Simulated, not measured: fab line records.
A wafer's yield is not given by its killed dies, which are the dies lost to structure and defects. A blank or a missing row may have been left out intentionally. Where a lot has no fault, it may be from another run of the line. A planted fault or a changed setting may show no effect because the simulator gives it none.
Lot-split experiment + flow n5 finfet + 7 lots, 21 wafers read, on a route of 1938 steps

== THE SPLIT ITSELF ==
At N5_SD_ACTIVATION_LSA_01 (time 0.0008 s), the setting temp c was moved away from the recipe's 1080 C on 6 of the 21 wafers read, by -3.0% to +1.6%. For the rest of the wafers, this setting stayed at what the recipe calls for.

The file shows no step between the split and the reading.

== THE READING ==
RS_SD_N (ohm/sq), read at N5_SD_ACTIVATION_RS_MEAS_03 with a four-point probe. Typical for fault-free wafers on this fab line: 21.91 ohm/sq, with standard deviation 0.29 ohm/sq.

| wafer  | tool, chamber at the split | temp c as run, C | against the recipe | RS_SD_N, ohm/sq | against lot-mates on the recipe |
|--------|----------------------------|------------------|--------------------|-----------------|---------------------------------|
| L080.1 | laser anneal-02, 0         | 1097             | +1.6%              | 20.07           | -1.70                           |
| L080.2 | laser anneal-02, 0         | 1080             | recipe             | 21.58           | -                               |
| L080.5 | laser anneal-02, 0         | 1080             | recipe             | 21.95           | -                               |
| L081.1 | laser anneal-01, 0         | 1080             | recipe             | 21.81           | -                               |
| L081.3 | laser anneal-01, 0         | 1080             | recipe             | 22.11           | -                               |
| L081.4 | laser anneal-01, 0         | 1080             | recipe             | 22.17           | -                               |
| L090.1 | laser anneal-02, 0         | 1080             | recipe             | 21.51           | -                               |
| L090.5 | laser anneal-02, 0         | 1080             | recipe             | 21.47           | -                               |
| L090.6 | laser anneal-02, 0         | 1064             | -1.5%              | 23.08           | +1.59                           |
| L091.2 | laser anneal-01, 0         | 1080             | recipe             | 22.09           | -                               |
| L091.5 | laser anneal-01, 0         | 1080             | recipe             | 21.58           | -                               |
| L091.6 | laser anneal-01, 0         | 1080             | recipe             | 22.02           | -                               |
| L093.2 | laser anneal-01, 0         | 1065             | -1.4%              | 23.47           | +1.71                           |
| L093.5 | laser anneal-01, 0         | 1080             | recipe             | 21.76           | -                               |
| L093.6 | laser anneal-01, 0         | 1065             | -1.4%              | 23.39           | +1.63                           |
| L096.1 | laser anneal-02, 0         | 1080             | recipe             | 21.99           | -                               |
| L096.2 | laser anneal-02, 0         | 1080             | recipe             | 21.96           | -                               |
| L096.3 | laser anneal-02, 0         | 1048             | -3.0%              | 25.38           | +3.40                           |
| L097.2 | laser anneal-01, 0         | 1071             | -0.8%              | 22.61           | +0.81                           |
| L097.4 | laser anneal-01, 0         | 1080             | recipe             | 21.81           | -                               |
| L097.6 | laser anneal-01, 0         | 1080             | recipe             | 21.78           | -                               |

FIT RESULTS
A straight line over all 21 wafers: RS_SD_N changes by -1.13 ohm/sq for each +1% of temp c; r = -0.98; the points scatter about the line by 0.23 ohm/sq.
The same after taking each lot's own level away (the mean of its wafers on the recipe; 21 wafers): -1.13 ohm/sq for each +1%; r = -0.99; scatter 0.14 ohm/sq.
That fit puts the effect of the largest move of temp c on the reading at 3.4 ohm/sq.
From 21.490 to 22.030 ohm/sq: that is the span of the lots' own levels, equal to 1.9 times the standard deviation above.
The two slopes agree, so the slope changes little with the lot-to-lot level.
Check: for one of the wafers moved furthest among these (-3.0%), held out of the fit, the line's prediction against its lot-mates is +3.32 ohm/sq. It came out at +3.4 ohm/sq against them.
Tool readings at the split's step, against how far the setting was moved: wafer_temp_C_max r = +0.99.

== OTHER SPLITS APPLIED TO THESE WAFERS ==
These wafers also went through other splits before the reading. Each is held against what the fit with the lots' levels taken away leaves over:
| other split on the same wafers | wafers away from the commonest value | r with RS_SD_N (lot level and that fit taken away) |
|--------------------------------|--------------------------------------|----------------------------------------------------|
| N5_SD_EPI_N_PEB_07 peb time s  | 6                                    | +0.00                                              |
| N5_SD_EPI_N_DESCUM_14 time s   | 6                                    | +0.14                                              |
| N5_SD_EPI_P_EPI_21 temp c      | 5                                    | +0.33                                              |

== THE WHOLE CHAIN: every reading that the file lists as answering this split, in the file's order ==
| step                        | what it does                 | reading          | change (the file's fit)              | r (the file's) |
|-----------------------------|------------------------------|------------------|--------------------------------------|----------------|
| N5_SD_ACTIVATION_LSA_01     | time 0.0008 s                | wafer_temp_C_max | withheld for each +1% of the setting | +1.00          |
| N5_SD_ACTIVATION_RS_MEAS_03 | measures by four-point-probe | RS_SD_N          | -1.13 for each +1% of the setting    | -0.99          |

== THE FILE'S OWN FIT ==
RS_SD_N changes by -1.13 ohm/sq for each +1% of temp c, r = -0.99.
